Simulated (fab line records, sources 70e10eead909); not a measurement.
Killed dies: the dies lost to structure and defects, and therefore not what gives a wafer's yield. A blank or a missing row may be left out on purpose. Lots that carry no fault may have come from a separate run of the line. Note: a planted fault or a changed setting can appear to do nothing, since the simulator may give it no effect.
Comparing a struck lot with a sound one | flow nandHarc | 11 steps out of a route of 1302
Sound: wafers L880.1, L880.3, L880.4. Struck: wafers L873.2, L873.5. (L873.1 of the same lot was not struck and is left out.) The cause comes at the end.
Each step with rows lists, per side, the tool, then ch with its chambers, then its first start. Under that, the readings that differ: sound wafers | struck wafers | difference of the means | sigmas: that difference in standard deviations of wafers without a fault.
alike: a reading whose means differ by less than 2 such deviations, as well as words and numbers matching on both sides. not compared: withheld readings; readings where some wafer has no value; bounds like >300 that might hide an equal value; numbers whose values overlap and for which the record gives no deviation.
The two part at a step that has a row with sigmas, a row that says differs or no value, or rows on one side only. Numbers that have no deviation but don't overlap get no sigmas and don't part them. A reading that every wafer of one side lacks parts them only if that side has two wafers or more.

NHARC_P_START_INSPECT_01:
  sound: defectInspect-02 at day 10 14:02; struck: defectInspect-01 at day 7 16:02
  alike: rawDefectCount
then, 7 steps without rows for these wafers: NHARC_P_ZERO_WELL_PRECLEAN_00 (cleans in SPM, time 600 s); NHARC_P_ZERO_WELL_SRD_01; NHARC_P_ZERO_WELL_PECVD_02 (deposits SiO2, target thk 10 nm); NHARC_P_ZERO_WELL_DEHYDRATE_03 (time 120 s); NHARC_P_ZERO_WELL_HMDS_04 (time 30 s); NHARC_P_ZERO_WELL_COAT_64 (time 65 s); NHARC_P_ZERO_WELL_COAT_05 (resist thk 600 nm).
NHARC_P_ZERO_WELL_SOFTBAKE_06: time 70 s.
  sound on lithoTrack-07 ch 0, day 10 14:00; struck on lithoTrack-05 ch 0, day 7 16:00
reading               | sound             | struck      | difference | sigmas
heaterPowerTotalW (W) | 202.4 202.7 200.0 | 213.8 215.7 | +13.1      | +10
after that, 1 step had no rows for these wafers: NHARC_P_ZERO_WELL_EBR_07.
-- break in the record here, with 24 days between the starts of the struck wafers on either side (left off in module P_ZERO_WELL, picked up again in module END, where the first step shown is number 1302 on the route) --
NHARC_END_SORT_01:
  the record has rows for the struck wafers here (prober-01 ch 0, day 31 11:11) and none for the sound ones

== WHERE THEY PART ==
Last at NHARC_END_SORT_01 as far as this record goes, first at NHARC_P_ZERO_WELL_SOFTBAKE_06.

WHY: whatever the simulator had introduced
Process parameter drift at NHARC_P_ZERO_WELL_SOFTBAKE_06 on lithoTrack-05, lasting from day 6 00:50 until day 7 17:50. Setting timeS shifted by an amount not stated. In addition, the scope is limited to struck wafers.
